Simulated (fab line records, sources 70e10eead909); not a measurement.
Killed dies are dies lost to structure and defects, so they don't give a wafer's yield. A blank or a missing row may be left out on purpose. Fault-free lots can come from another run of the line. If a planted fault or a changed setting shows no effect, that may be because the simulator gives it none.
What tool caused it? / flow nand_harc / 12 lots, 36 wafers sampled, at 1 step of a route of 1302

WHAT THE GAUGES READ, wafer by wafer
NHARC_A_M0_CD_MEAS_16.
lot=L075; measured=day 23 06:34; on=cd_sem-03; cd_nm (nm)=79.7 80.0 78.9
lot=L078; measured=day 24 00:27; on=cd_sem-03; cd_nm (nm)=79.7 78.9 79.2
lot=L079; measured=day 24 13:58; on=cd_sem-02; cd_nm (nm)=79.4 79.5 78.9
lot=L081; measured=day 25 11:16; on=cd_sem-01; cd_nm (nm)=80.1 79.6 79.6
lot=L083; measured=day 26 06:12; on=cd_sem-01; cd_nm (nm)=79.4 79.5 79.4
lot=L085; measured=day 26 23:01; on=cd_sem-03; cd_nm (nm)=79.0 78.7 78.1
lot=L089; measured=day 28 09:28; on=cd_sem-01; cd_nm (nm)=79.0 79.1 78.6
lot=L087; measured=day 28 12:16; on=cd_sem-01; cd_nm (nm)=78.7 79.1 79.8
lot=L093; measured=day 30 05:38; on=cd_sem-01; cd_nm (nm)=80.0 80.0 78.9
lot=L091; measured=day 30 16:45; on=cd_sem-02; cd_nm (nm)=80.0 80.0 80.6
lot=L096; measured=day 31 12:55; on=cd_sem-01; cd_nm (nm)=81.0 78.9 80.3
lot=L097; measured=day 32 01:30; on=cd_sem-03; cd_nm (nm)=80.2 80.4 80.2

EACH LOT AND THE TOOL THAT RAN IT (in order: tool; ch and the chambers of the sampled wafers; start)
No process step before these readings appears in the record.

THE ANSWER, worked out from the rows above alone
Rule: usual is defined by the lots themselves. Put in order of their means at a reading, lots are off if they are a third of the lots or fewer, leave a main group of 4 or more, and stand apart from it by a gap of 3 or more times the standard deviation of the main group's means; of several such gaps the widest counts. If all means in a main group match to the digits the tables above print for the reading, that group is not used. A lot without any number at a reading at which 4 lots or more have one is off too. All remaining lots with rows at the step are treated as sound.
Nothing can be told from this: no lot is off at any reading shown.

WHAT WAS PUT IN BY THE SIMULATOR
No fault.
